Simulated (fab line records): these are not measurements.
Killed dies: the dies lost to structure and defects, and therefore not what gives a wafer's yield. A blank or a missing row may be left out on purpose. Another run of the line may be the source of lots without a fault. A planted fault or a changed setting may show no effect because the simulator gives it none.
Lot-split experiment ; flow n5_finfet ; on a route of 1938 steps: 7 lots, 39 wafers read

== ABOUT THE SPLIT ==
At N5_MOL_CONTACT_COAG_ETCHBACK_136 (etches SiO2 in CHF3, target depth 25 nm, time 16.7 s), the setting target_depth_a was moved away from the recipe's 250 angstrom on 15 of the 39 wafers read, by -13.4% to +9.9%. For the rest of the wafers, this setting stayed at what the recipe calls for.

== FROM THE SPLIT ON TO THE READING: in between, the file shows 1 step ==
- N5_MOL_CONTACT_COAG_STRIP_120: strips in CHF3

== THE READING ==
MOL_CONTACT_COAG.feature_depth_nm (the simulator's own value, which no gauge read), in nm, at N5_MOL_CONTACT_COAG_VIA_ETCH_117 (etches SiO2 in C4F6/O2, target depth 40 nm, overetch 8 nm, time 26 s). No usual value for it is given in the file. The 24 wafers here that ran the recipe average 40.3 nm, standard deviation 0.53 nm.

wafer;tool, chamber at the split;target_depth_a as run, angstrom;against the recipe;MOL_CONTACT_COAG.feature_depth_nm, nm;against lot-mates on the recipe
L075.1;rie_diel-04, 1,3,1;250;recipe;41.2;-
L075.2;rie_diel-04, 0,2,2;216.5;-13.4%;43.8;+3.0
L075.3;rie_diel-04, 1,3,1;250;recipe;39.8;-
L075.4;rie_diel-04, 0,2,2;216.5;-13.4%;43.4;+2.6
L075.5;rie_diel-04, 1,3,1;250;recipe;41.4;-
L075.6;rie_diel-04, 0,2,2;216.5;-13.4%;43.2;+2.4
L079.1;rie_diel-02, 2,0,3;236.3;-5.5%;41.2;+0.9
L079.2;rie_diel-02, 2,0,3;236.3;-5.5%;42;+1.7
L079.3;rie_diel-02, 3,0,2;250;recipe;40.6;-
L079.4;rie_diel-02, 3,0,2;250;recipe;40.6;-
L079.5;rie_diel-02, 3,0,2;250;recipe;39.8;-
L079.6;rie_diel-02, 2,0,3;236.3;-5.5%;42;+1.7
L080.1;rie_diel-06, 0,0,2;250;recipe;40.8;-
L080.4;rie_diel-06, 0,0,2;250;recipe;40.6;-
L080.5;rie_diel-06, 0,0,2;250;recipe;40.2;-
L083.1;rie_diel-02, 3,2,2;250;recipe;40.4;-
L083.2;rie_diel-02, 3,2,2;250;recipe;40;-
L083.3;rie_diel-02, 0,0,3;220.9;-11.6%;43.6;+3.5
L083.4;rie_diel-02, 0,0,3;220.9;-11.6%;43.4;+3.3
L083.5;rie_diel-02, 3,2,2;250;recipe;40;-
L083.6;rie_diel-02, 0,0,3;220.9;-11.6%;43.6;+3.5
L091.1;rie_diel-04, 2,1,0;219.6;-12.2%;42.6;+2.6
L091.2;rie_diel-04, 0,1,2;250;recipe;40.8;-
L091.3;rie_diel-04, 0,1,2;250;recipe;39.6;-
L091.4;rie_diel-04, 2,1,0;219.6;-12.2%;42.6;+2.6
L091.5;rie_diel-04, 0,1,2;250;recipe;39.6;-
L091.6;rie_diel-04, 2,1,0;219.6;-12.2%;43.8;+3.8
L096.1;rie_diel-02, 0,1,2;274.7;+9.9%;38.2;-2.3
L096.2;rie_diel-02, 2,1,0;250;recipe;40.4;-
L096.3;rie_diel-02, 0,1,2;274.7;+9.9%;37.8;-2.7
L096.4;rie_diel-02, 2,1,0;250;recipe;40.4;-
L096.5;rie_diel-02, 0,1,2;274.7;+9.9%;38.4;-2.1
L096.6;rie_diel-02, 2,1,0;250;recipe;40.6;-
L097.1;rie_diel-04, 0,2,1,3,0,1;250;recipe;40.8;-
L097.2;rie_diel-04, 0,2,1,3,0,1;250;recipe;40;-
L097.3;rie_diel-04, 0,2,1,3,0,1;250;recipe;39.6;-
L097.4;rie_diel-04, 0,2,1,3,0,1;250;recipe;39.2;-
L097.5;rie_diel-04, 0,2,1,3,0,1;250;recipe;40.4;-
L097.6;rie_diel-04, 0,2,1,3,0,1;250;recipe;39.8;-
Rows listing several chambers each stand for several wafers; the file does not say which wafer went through which chamber.

FIT RESULTS
A straight line over all 39 wafers: MOL_CONTACT_COAG.feature_depth_nm changes by -0.239 nm for each +1% of target_depth_a; r = -0.95; the points scatter about the line by 0.51 nm.
The same after taking each lot's own level away (the mean of its wafers on the recipe; 39 wafers): -0.24 nm for each +1%; r = -0.95; scatter 0.48 nm.
On that fit, the largest move of target_depth_a shifts the reading by 3.2 nm.
Across the lots, their own levels run from 39.97 to 40.80 nm, a range of 1.6 times the standard deviation given above.
So the lot-to-lot level changes the slope little: the two slopes agree.
Check: +3.27 nm against its lot-mates is what the line predicts for one of the wafers moved furthest among these (-13.4%) when that wafer is left out of the fit. It came out at +3 nm against them.

== OTHER SPLITS ON THESE WAFERS ==
Note: prior to the reading, these wafers also went through further splits. Each is held against what the fit with the lots' levels taken away leaves over:
other split on the same wafers;wafers away from the commonest value;r with MOL_CONTACT_COAG.feature_depth_nm (lot level and that fit taken away)
N5_WELL_APT_EPI_41 time_s;15;-0.10
N5_DUMMY_GATE_ETCH_32 time_s;9;+0.12
N5_SD_EPI_N_ETCH_35 time_s;15;+0.02

== THE WHOLE CHAIN: every reading that the file lists as answering this split, in the file's order ==
step;what it does;reading;change (the file's fit);r (the file's)
N5_MOL_CONTACT_COAG_VIA_ETCH_117;etches SiO2 in C4F6/O2, target depth 40 nm, overetch 8 nm, time 26 s;etch.depth_nm (the simulator's own value, which no gauge read);-0.242 nm for each +1% of the setting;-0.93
N5_MOL_CONTACT_COAG_VIA_ETCH_117;etches SiO2 in C4F6/O2, target depth 40 nm, overetch 8 nm, time 26 s;MOL_CONTACT_COAG.feature_depth_nm (the simulator's own value, which no gauge read);-0.241 nm for each +1% of the setting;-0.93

== FILE'S OWN FIT ==
MOL_CONTACT_COAG.feature_depth_nm changes by -0.241 nm for each +1% of target_depth_a, r = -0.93.
